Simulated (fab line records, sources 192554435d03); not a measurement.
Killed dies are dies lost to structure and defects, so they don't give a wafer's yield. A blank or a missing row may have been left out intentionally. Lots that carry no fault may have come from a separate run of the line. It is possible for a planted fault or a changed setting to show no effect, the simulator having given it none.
fab line records	flow n5_finfet
record: lots: 7	wafers: 21
route steps=1938 shown BEOL_M13@1659 BEOL_M14@1719 BEOL_M15@1800 MIM_BOT@1833 PASSIVATION@1930
start_h: hours from the record's opening day to when the first of the lot's shown wafers began	wait_h: hours elapsed since this lot's preceding step	" unchanged from the row above	L1.1+2: a single row standing in for several wafers	- no value, or no start was given	* or withheld: withheld	< > ~ a bound
route shown NAME@n: names a module that has steps shown in the file, with the first one's number in the route	usual: mean/standard deviation of fault-free wafers	same: alike in all rows	chamber/n: place in a boat	sites: the reading at each site	_std_site: their standard deviation	_edge_site: outer sites' mean less inner sites'	radius_mm: how far each site lies from the wafer's centre	mask NAME#n: copy n	behind: the last tool/chamber to shape the wafer	hold: why the lot went on hold/how many hours it stayed there/how the hold came to an end	device: the transistor (n, p or np) that didn't switch	end of line: the same wafers' tests at the end of the route	a step without rows: its recipe alone	killed: count of dies lost to structure and defects at first sort (not the wafer's yield)	map: dies across one wafer; x = killed, . = not, _ = none there
set.NAME: setting as actually run; set.NAME@STEP: the setting as run at that earlier step	model.NAME: the simulator's own value behind a step, which no gauge read
one table per step and one row per wafer, for lots whose settings were changed on purpose
== steps ==
step: N5_BEOL_M13_ILD_DEP_00
recipe: material: SiOC	target_thk_a: 8379.2	temp_c: 350	precursor: DEMS/O2	pressure_torr: 5	rf_w: 500	time_s: 166.4
lot.wafer	tool	chamber	start_h	wait_h	set.time_s	model.SiOC_of_BEOL_M13_ILD_DEP_00.thk_nm
L076.1	pecvd-04	1	263.58	0.0	150.2	743.8
L076.3	"	2	"	"	166.4	840
L076.4	"	0	"	"	150.2	768
L083.1	pecvd-03	0	288.47	0.0	166.4	810
L083.3	"	1	"	"	166.4	830.2
L083.4	"	1	"	"	166.4	845
L084.1	pecvd-04	0	295.59	0.0	166.4	833.8
L084.3	"	1	"	"	166.4	807.2
L084.5	"	0	"	"	166.4	856
L086.1	pecvd-03	1	319.24	0.0	147.2	743.4
L086.2	"	0	"	"	147.2	731.2
L086.6	"	1	"	"	166.4	848.2
L090.1	pecvd-03	1	332.79	0.0	166.4	853.4
L090.4	"	0	"	"	180.1	914.4
L090.6	"	1	"	"	166.4	856.8
L096.1	pecvd-01	2	362.83	0.0	166.4	833.4
L096.3	"	1	"	"	166.4	841.8
L096.4	"	0	"	"	166.4	853.4
L097.2	pecvd-03	1	372.67	0.0	166.4	831.6
L097.4	"	2	"	"	143.2	709.8
L097.5	"	1	"	"	143.2	732
step: N5_BEOL_M13_THK_MEAS_01
recipe: reads: SiOC_of_BEOL_M13_ILD_DEP_00
usual: M13_ILD_THK: 837/11
lot.wafer	tool	chamber	start_h	wait_h	set.time_s@BEOL_M13_ILD_DEP_00	M13_ILD_THK[nm]
L076.1	film_metro-02	-	263.73	0.1	150.2	744
L076.3	"	-	"	"	166.4	841
L076.4	"	-	"	"	150.2	768
L083.1	film_metro-01	-	288.62	0.1	166.4	811
L083.3	"	-	"	"	166.4	831
L083.4	"	-	"	"	166.4	845
L084.1	film_metro-02	-	295.74	0.1	166.4	834
L084.3	"	-	"	"	166.4	807
L084.5	"	-	"	"	166.4	855
L086.1	film_metro-02	-	319.39	0.1	147.2	743
L086.2	"	-	"	"	147.2	731
L086.6	"	-	"	"	166.4	848
L090.1	film_metro-01	-	332.95	0.1	166.4	853
L090.4	"	-	"	"	180.1	914
L090.6	"	-	"	"	166.4	858
L096.1	film_metro-01	-	362.99	0.1	166.4	833
L096.3	"	-	"	"	166.4	842
L096.4	"	-	"	"	166.4	853
L097.2	film_metro-01	-	372.82	0.1	166.4	832
L097.4	"	-	"	"	143.2	710
L097.5	"	-	"	"	143.2	732
step: N5_BEOL_M13_COAT_58
recipe: resist: BARC	temp_c: 205	time_s: 60	spin_rpm: 1500	resist_thk_nm: 89
step: N5_BEOL_M13_COAT_04
recipe: spin_rpm: 1625	resist_thk_nm: 400
step: N5_BEOL_M13_DESCUM_15
recipe: chemistry: O2	time_s: 7.9	source_power_w: 50	bias_power_w: 20	pressure_mtorr: 20	rf_frequency_hz: 2.712e+07	temp_c: 40	o2_flow_sccm: 225
step: N5_BEOL_M13_ETCH_59
recipe: chemistry: N2/H2	target: BARC	target_depth_a: 890	overetch_a: 267	time_s: 67.9	ion_energy_ev: 200	pressure_mtorr: 30	source_w: 840	bias_w: 150	n2_flow_sccm: 200	h2_flow_sccm: 200
step: N5_BEOL_M13_VIA_ETCH_16
recipe: chemistry: C4F8/O2/Ar	target: SiOC	pressure_mtorr: 30	source_w: 3000	bias_w: 700	Ar_flow_sccm: 400	C4F8_flow_sccm: 15	O2_flow_sccm: 8	he_inner_torr: 15	he_outer_torr: 30	target_depth_a: 9217	time_s: withheld	ion_energy_ev: 250	ends: cleared
lot.wafer	tool	chamber	start_h	wait_h	set.time_s@BEOL_M13_ILD_DEP_00	model.etch.depth_nm	model.coat_of_BEOL_M13_COAT_04.thk_nm
L076.1	rie_diel-06	2	264.33	0.0	*	743.7	99.8
L076.3	"	0	"	"	*	840	72.4
L076.4	"	1	"	"	*	768.1	91.8
L083.1	rie_diel-06	0	289.14	0.0	*	810	79.4
L083.3	"	1	"	"	*	830.2	71
L083.4	"	3	"	"	*	844.9	69
L084.1	rie_diel-06	2	296.35	0.0	*	833.7	74.6
L084.3	"	3	"	"	*	807.1	82.6
L084.5	"	2	"	"	*	855.9	67.8
L086.1	rie_diel-06	0	319.87	0.0	*	743.3	101.4
L086.2	"	3	"	"	*	731.2	104.8
L086.6	"	2	"	"	*	848.2	68.8
L090.1	rie_diel-04	0	333.55	0.0	*	853.4	67
L090.4	"	3	"	"	*	914.4	45.4
L090.6	"	0	"	"	*	856.7	67
L096.1	rie_diel-02	1	363.49	0.0	*	833.4	72.6
L096.3	"	2	"	"	*	841.8	71.6
L096.4	"	3	"	"	*	853.4	66.8
L097.2	rie_diel-06	3	373.30	0.0	*	831.6	72
L097.4	"	3	"	"	*	709.8	108.4
L097.5	"	1	"	"	*	732.1	99
step: N5_BEOL_M13_STRIP_63
recipe: chemistry: N2/H2	power_w: 1000	temp_c: 250	h2_frac: 0.65	overash_fraction: 0.3	pressure_mtorr: 1000	n2_flow_sccm: 1750	h2_flow_sccm: 3250
usual: strip_time_to_endpoint_s: 28.0/1.1
lot.wafer	tool	chamber	start_h	wait_h	set.time_s@BEOL_M13_ILD_DEP_00	strip_time_to_endpoint_s
L076.1	plasma_asher-02	1	264.62	-	150.2	36.1
L076.3	"	1	"	"	166.4	28.4
L076.4	"	0	"	"	150.2	33.9
L083.1	plasma_asher-01	0	289.38	-	166.4	30.4
L083.3	"	1	"	"	166.4	28.0
L083.4	"	0	"	"	166.4	27.4
L084.1	plasma_asher-02	1	296.58	-	166.4	29.0
L084.3	"	0	"	"	166.4	31.3
L084.5	"	1	"	"	166.4	27.0
L086.1	plasma_asher-01	0	320.11	-	147.2	36.6
L086.2	"	1	"	"	147.2	37.5
L086.6	"	0	"	"	166.4	27.3
L090.1	plasma_asher-02	0	333.78	-	166.4	26.8
L090.4	"	1	"	"	180.1	20.2
L090.6	"	0	"	"	166.4	26.8
L096.1	plasma_asher-01	1	363.73	-	166.4	28.4
L096.3	"	1	"	"	166.4	28.1
L096.4	"	0	"	"	166.4	26.7
L097.2	plasma_asher-02	1	373.54	-	166.4	28.3
L097.4	"	1	"	"	143.2	38.5
L097.5	"	0	"	"	143.2	36.0
step: N5_BEOL_M13_STRIP_64
recipe: chemistry: N2/H2	power_w: 1000	temp_c: 250	h2_frac: 0.65	overash_fraction: 0.3	pressure_mtorr: withheld	n2_flow_sccm: 1750	h2_flow_sccm: 3250
step: N5_BEOL_M13_STRIP_71
recipe: chemistry: post_etch_residue_remover	time_s: 60	temp_c: 25	remover_ph: withheld	remover_water_wt_pct: withheld	remover_fluoride_wt_pct: withheld
step: N5_BEOL_M13_STRIP_37
recipe: chemistry: N2/H2	power_w: 1000	temp_c: 250	h2_frac: 0.65	overash_fraction: 0.3	pressure_mtorr: withheld	n2_flow_sccm: 1750	h2_flow_sccm: 3250
step: N5_BEOL_M13_ETCH_38
recipe: chemistry: CF4/N2	target: SiCN	target_depth_a: 675	taper_deg: 2	time_s: 71.9	ion_energy_ev: 150	mask_material: SiO2	pressure_mtorr: 40	source_w: 430	bias_w: 70	Ar_flow_sccm: 100	cf4_flow_sccm: 60	n2_flow_sccm: 60
lot.wafer	tool	chamber	start_h	wait_h	set.time_s@BEOL_M13_ILD_DEP_00	model.SiOC_of_BEOL_M13_ILD_DEP_00.thk_nm
L076.1	rie_diel-02	2	266.75	-	150.2	696.6
L076.3	"	1	"	"	166.4	792.4
L076.4	"	2	"	"	150.2	721.2
L083.1	rie_diel-04	0	294.27	-	166.4	762.6
L083.3	"	1	"	"	166.4	783.4
L083.4	"	0	"	"	166.4	797.4
L084.1	rie_diel-04	1	298.07	-	166.4	786.6
L084.3	"	0	"	"	166.4	759.8
L084.5	"	0	"	"	166.4	808.2
L086.1	rie_diel-02	1	322.79	-	147.2	695.4
L086.2	"	0	"	"	147.2	681.8
L086.6	"	2	"	"	166.4	801.2
L090.1	rie_diel-04	2	336.18	-	166.4	804.8
L090.4	"	3	"	"	180.1	865.8
L090.6	"	2	"	"	166.4	808
L096.1	rie_diel-02	0	365.91	-	166.4	784.2
L096.3	"	2	"	"	166.4	795
L096.4	"	3	"	"	166.4	805
L097.2	rie_diel-06	3	374.87	-	166.4	784.2
L097.4	"	1	"	"	143.2	660.6
L097.5	"	2	"	"	143.2	685.4
step: N5_BEOL_M14_COAT_04
recipe: spin_rpm: 1704	resist_thk_nm: 800
lot.wafer	tool	chamber	start_h	wait_h	set.spin_rpm	model.coat_of_BEOL_M14_COAT_04.thk_nm
L076.1+4	litho_track-04	0	-	-	1704	802.4
L076.3	"	0	"	"	1704	803.4
L083.1	litho_track-03	0	-	-	1567	836.6
L083.3	"	0	"	"	1704	801.8
L083.4	"	0	"	"	1567	834.6
L084.1	litho_track-04	0	-	-	1704	800
L084.3	"	0	"	"	1704	802.8
L084.5	"	0	"	"	1704	801
L086.1	litho_track-01	0	-	-	1704	799.6
L086.2	"	0	"	"	1858	763.8
L086.6	"	0	"	"	1858	764.8
L090.1	litho_track-01	0	-	-	1704	800.8
L090.4	"	0	"	"	1704	797.8
L090.6	"	0	"	"	1704	801.6
L096.1	litho_track-03	0	-	-	1825	779
L096.3	"	0	"	"	1825	777.8
L096.4	"	0	"	"	1704	803.2
L097.2	litho_track-04	0	-	-	1551	837.6
L097.4	"	0	"	"	1551	837
L097.5	"	0	"	"	1551	836.4
step: N5_BEOL_M14_EBR_06
recipe: solvent: PGMEA	ebr_width_mm: 1.5
step: N5_BEOL_M14_SOFTBAKE_05
recipe: temp_c: 130	time_s: 60
step: N5_BEOL_M14_DESCUM_15
recipe: chemistry: O2	time_s: 7.9	source_power_w: 50	bias_power_w: 20	pressure_mtorr: 20	rf_frequency_hz: 2.712e+07	temp_c: 40	o2_flow_sccm: 225
step: N5_BEOL_M14_ETCH_59
recipe: chemistry: N2/H2	target: BARC	target_depth_a: 890	overetch_a: 267	time_s: 67.9	ion_energy_ev: 200	pressure_mtorr: 30	source_w: 840	bias_w: 150	n2_flow_sccm: 200	h2_flow_sccm: 200
step: N5_BEOL_M14_VIA_ETCH_16
recipe: chemistry: C4F8/O2/Ar	target: SiO2	he_inner_torr: 15	he_outer_torr: 30	target_depth_a: 12313	time_s: withheld	ion_energy_ev: 800	pressure_mtorr: 20	source_w: 1905	bias_w: 2040	Ar_flow_sccm: 400	C4F8_flow_sccm: 16	O2_flow_sccm: 12	ends: cleared
lot.wafer	tool	chamber	start_h	wait_h	set.spin_rpm@BEOL_M14_COAT_04	model.coat_of_BEOL_M14_COAT_04.thk_nm
L076.1	rie_diel-05	1	269.36	0.0	1704	461.4
L076.3	"	0	"	"	1704	456.8
L076.4	"	0	"	"	1704	449.8
L083.1	rie_diel-03	1	297.18	0.0	1567	482.6
L083.3	"	3	"	"	1704	457.4
L083.4	"	0	"	"	1567	481.6
L084.1	rie_diel-05	3	301.06	0.0	1704	451.6
L084.3	"	0	"	"	1704	456.8
L084.5	"	2	"	"	1704	457.6
L086.1	rie_diel-05	0	325.68	0.0	1704	451.2
L086.2	"	3	"	"	1858	416.6
L086.6	"	3	"	"	1858	414
L090.1	rie_diel-05	2	339.43	0.0	1704	465
L090.4	"	3	"	"	1704	448.2
L090.6	"	2	"	"	1704	446.8
L096.1	rie_diel-01	3	368.39	0.0	1825	439.2
L096.3	"	2	"	"	1825	433.2
L096.4	"	0	"	"	1704	456.6
L097.2	rie_diel-05	3	377.60	0.0	1551	487.6
L097.4	"	0	"	"	1551	484.8
L097.5	"	3	"	"	1551	491.8
step: N5_BEOL_M15_EXPOSE_25
recipe: mask_id: M15	na: 0.8	source_shape: annular	sigma_inner: 0.5	sigma_outer: 0.8	polarization: unpolarized	target_cd_nm: 400	dose_mj: 35.5
lot.wafer	tool	chamber	start_h	wait_h	mask	set.dose_mj
L076.1	krf_scanner-01	0	280.61	-	M15#0	35.5
L076.3+4	"	0	"	"	M15#0	37.35
L083.1+4	krf_scanner-01	0	302.92	-	M15#0	34.44
L083.3	"	0	"	"	M15#0	35.5
L084.1+3+5	krf_scanner-01	0	309.69	-	M15#0	35.5
L086.1	krf_scanner-01	0	332.70	-	M15#0	35.5
L086.2+6	"	0	"	"	M15#0	36.85
L090.1	krf_scanner-01	0	349.34	-	M15#0	35.5
L090.4+6	"	0	"	"	M15#0	36.93
L096.1+3+4	krf_scanner-01	0	377.25	-	M15#0	35.5
L097.2+4	krf_scanner-02	0	383.68	-	M15#0	35.5
L097.5	"	0	"	"	M15#0	34.62
step: N5_BEOL_M15_DEVELOP_27
recipe: develop_time_s: 45	rinse_liquid: diw	dry: air_spin	dev_temp_c: 21
lot.wafer	tool	chamber	start_h	wait_h	set.develop_time_s
L076.1	litho_track-05	0	-	-	38.53
L076.3+4	"	0	"	"	45
L083.1	litho_track-03	0	-	-	45
L083.3+4	"	0	"	"	40.61
L084.1+3+5	litho_track-03	0	-	-	45
L086.1+2+6	litho_track-02	0	-	-	45
L090.1+6	litho_track-02	0	-	-	55.1
L090.4	"	0	"	"	45
L096.1+3+4	litho_track-05	0	-	-	45
L097.2+5	litho_track-02	0	-	-	39.65
L097.4	"	0	"	"	45
step: N5_BEOL_M15_HARDBAKE_32
recipe: temp_c: 130	time_s: 120
step: N5_BEOL_M15_CD_MEAS_28
recipe: target_cd_nm: 407.6	landing_energy_ev: 500	detector: se_inlens
usual: cd_nm: 407.6/1.5
lot.wafer	tool	chamber	start_h	wait_h	set.dose_mj@BEOL_M15_EXPOSE_25	cd_nm
L076.1	cd_sem-01	0	280.78	-	35.5	409.2
L076.3	"	0	"	"	37.35	413.9
L076.4	"	0	"	"	37.35	415.1
L083.1	cd_sem-01	0	303.10	-	34.44	402.0
L083.3	"	0	"	"	35.5	407.1
L083.4	"	0	"	"	34.44	402.6
L084.1	cd_sem-02	0	309.86	-	35.5	405.0
L084.3	"	0	"	"	35.5	405.7
L084.5	"	0	"	"	35.5	406.0
L086.1	cd_sem-03	0	332.87	-	35.5	407.1
L086.2	"	0	"	"	36.85	412.4
L086.6	"	0	"	"	36.85	412.8
L090.1	cd_sem-02	0	349.51	-	35.5	406.4
L090.4	"	0	"	"	36.93	412.3
L090.6	"	0	"	"	36.93	416.2
L096.1	cd_sem-02	0	377.43	-	35.5	407.2
L096.3	"	0	"	"	35.5	406.1
L096.4	"	0	"	"	35.5	408.5
L097.2	cd_sem-02	0	383.85	-	35.5	407.7
L097.4	"	0	"	"	35.5	407.2
L097.5	"	0	"	"	34.62	404.8
step: N5_BEOL_M15_DESCUM_33
recipe: chemistry: O2	time_s: 7.9	source_power_w: 50	bias_power_w: 20	pressure_mtorr: 20	rf_frequency_hz: 2.712e+07	temp_c: 40	o2_flow_sccm: 225
lot.wafer	tool	chamber	start_h	wait_h	set.dose_mj@BEOL_M15_EXPOSE_25	model.BEOL_M15.cd_nm
L076.1	rie_diel-02	1	281.22	0.4	35.5	409
L076.3	"	2	"	"	37.35	414.4
L076.4	"	3	"	"	37.35	415.2
L083.1	rie_diel-02	0	303.19	0.0	34.44	402
L083.3	"	2	"	"	35.5	407
L083.4	"	3	"	"	34.44	402.8
L084.1	rie_diel-04	0	310.02	0.1	35.5	405
L084.3	"	3	"	"	35.5	405.8
L084.5	"	3	"	"	35.5	406.4
L086.1	rie_diel-06	1	332.96	0.0	35.5	407.2
L086.2	"	0	"	"	36.85	412
L086.6	"	2	"	"	36.85	413
L090.1	rie_diel-04	3	349.66	0.1	35.5	406.4
L090.4	"	1	"	"	36.93	411.8
L090.6	"	2	"	"	36.93	416
L096.1	rie_diel-06	3	377.58	0.1	35.5	407
L096.3	"	1	"	"	35.5	406
L096.4	"	3	"	"	35.5	408.6
L097.2	rie_diel-02	0	384.13	0.2	35.5	408
L097.4	"	3	"	"	35.5	407.4
L097.5	"	3	"	"	34.62	404.8
step: N5_MIM_BOT_SPUTTER_00
recipe: material: TiN	target_thk_a: 350	temp_c: 200	power_w: 3000	chamber_pressure_pa: 0.49996	gas: Ar	reactive_partial_pa: 0.37997	time_s: 89.7
lot.wafer	tool	chamber	start_h	wait_h	set.time_s	model.TiN_of_MIM_BOT_SPUTTER_00.thk_nm
L076.1	pvd_sputter-03	-	286.28	0.0	89.7	35
L076.3	"	-	"	"	89.7	34.6
L076.4	"	-	"	"	76.36	29.2
L083.1	pvd_sputter-01	-	309.41	0.0	84.36	33
L083.3	"	-	"	"	89.7	34.8
L083.4	"	-	"	"	89.7	35
L084.1	pvd_sputter-01	-	316.36	0.0	89.7	35.8
L084.3	"	-	"	"	89.7	35.2
L084.5	"	-	"	"	89.7	35.4
L086.1	pvd_sputter-01	-	337.41	0.0	89.7	34.4
L086.2+6	"	-	"	"	89.7	34.8
L090.1	pvd_sputter-01	-	355.48	0.0	83.28	32.4
L090.4	"	-	"	"	89.7	35.2
L090.6	"	-	"	"	89.7	35
L096.1	pvd_sputter-02	-	383.43	0.0	89.7	34.6
L096.3	"	-	"	"	96.22	37.2
L096.4	"	-	"	"	96.22	37
L097.2	pvd_sputter-01	-	390.70	0.0	89.7	34.4
L097.4	"	-	"	"	89.7	34.6
L097.5	"	-	"	"	102.9	39.8
step: N5_PASSIVATION_ETCH_54
recipe: chemistry: CHF3/O2	target: SiO2	target_depth_a: 8800	CHF3_flow_sccm: 50	O2_flow_sccm: 5	Ar_flow_sccm: 200	time_s: 440	mask_material: PR	pressure_mtorr: 30	source_w: 650	bias_w: 170	ion_energy_ev: 200
lot.wafer	tool	chamber	start_h	wait_h	set.time_s	model.PASSIVATION.feature_depth_nm	model.etch.depth_nm
L076.1	rie_diel-01	3	297.49	0.1	440	906.4	906.3
L076.3	"	2	"	"	440	890.2	890.2
L076.4	"	1	"	"	440	910.4	910.3
L083.1	rie_diel-03	3	320.02	0.1	385.8	776.4	776.5
L083.3	"	2	"	"	440	907.4	907.4
L083.4	"	0	"	"	385.8	786.4	786.4
L084.1	rie_diel-03	0	325.90	0.1	440	889.2	889.3
L084.3	"	2	"	"	440	908.6	908.6
L084.5	"	0	"	"	440	891.6	891.7
L086.1	rie_diel-03	3	348.58	0.1	440	886.8	886.9
L086.2	"	2	"	"	440	905.4	905.5
L086.6	"	2	"	"	474.6	974.4	974.3
L090.1	rie_diel-01	1	365.07	0.1	440	911.4	911.4
L090.4	"	2	"	"	381.2	779	778.9
L090.6	"	3	"	"	440	886	886
L096.1	rie_diel-05	0	395.07	0.1	440	866.4	866.4
L096.3	"	3	"	"	440	882.6	882.6
L096.4	"	3	"	"	359.5	721.2	721.2
L097.2	rie_diel-05	0	400.17	0.1	440	867.6	867.5
L097.4	"	2	"	"	346.6	677.6	677.7
L097.5	"	3	"	"	440	872.8	872.7
== key ==
split: step: N5_BEOL_M13_ILD_DEP_00	setting: time_s	stated: 166.4	by: wafer
response: step: N5_BEOL_M13_ILD_DEP_00	reading: model.SiOC_of_BEOL_M13_ILD_DEP_00.thk_nm	change: +8.43	per: 1%	r: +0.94
response: step: N5_BEOL_M13_THK_MEAS_01	reading: M13_ILD_THK	change: +8.44	per: 1%	r: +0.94
response: step: N5_BEOL_M13_VIA_ETCH_16	reading: model.etch.depth_nm	change: +8.43	per: 1%	r: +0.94
response: step: N5_BEOL_M13_VIA_ETCH_16	reading: model.coat_of_BEOL_M13_COAT_04.thk_nm	change: -2.54	per: 1%	r: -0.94
response: step: N5_BEOL_M13_STRIP_63	reading: strip_time_to_endpoint_s	change: *	per: 1%	r: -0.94
response: step: N5_BEOL_M13_ETCH_38	reading: model.SiOC_of_BEOL_M13_ILD_DEP_00.thk_nm	change: +8.47	per: 1%	r: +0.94
split: step: N5_BEOL_M14_COAT_04	setting: spin_rpm	stated: 1704	by: wafer
response: step: N5_BEOL_M14_COAT_04	reading: model.coat_of_BEOL_M14_COAT_04.thk_nm	change: -3.9	per: 1%	r: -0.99
response: step: N5_BEOL_M14_VIA_ETCH_16	reading: model.coat_of_BEOL_M14_COAT_04.thk_nm	change: -3.39	per: 1%	r: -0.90
split: step: N5_BEOL_M15_EXPOSE_25	setting: dose_mj	stated: 35.5	by: wafer
response: step: N5_BEOL_M15_CD_MEAS_28	reading: cd_nm	change: +1.39	per: 1%	r: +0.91
response: step: N5_BEOL_M15_DESCUM_33	reading: model.BEOL_M15.cd_nm	change: +1.39	per: 1%	r: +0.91
split: step: N5_BEOL_M15_DEVELOP_27	setting: develop_time_s	stated: 45	by: wafer
response none clear
split: step: N5_MIM_BOT_SPUTTER_00	setting: time_s	stated: 89.7	by: wafer
response: step: N5_MIM_BOT_SPUTTER_00	reading: model.TiN_of_MIM_BOT_SPUTTER_00.thk_nm	change: +0.364	per: 1%	r: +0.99
split: step: N5_PASSIVATION_ETCH_54	setting: time_s	stated: 440	by: wafer
response: step: N5_PASSIVATION_ETCH_54	reading: model.PASSIVATION.feature_depth_nm	change: +9.05	per: 1%	r: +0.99
response: step: N5_PASSIVATION_ETCH_54	reading: model.etch.depth_nm	change: +9.05	per: 1%	r: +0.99
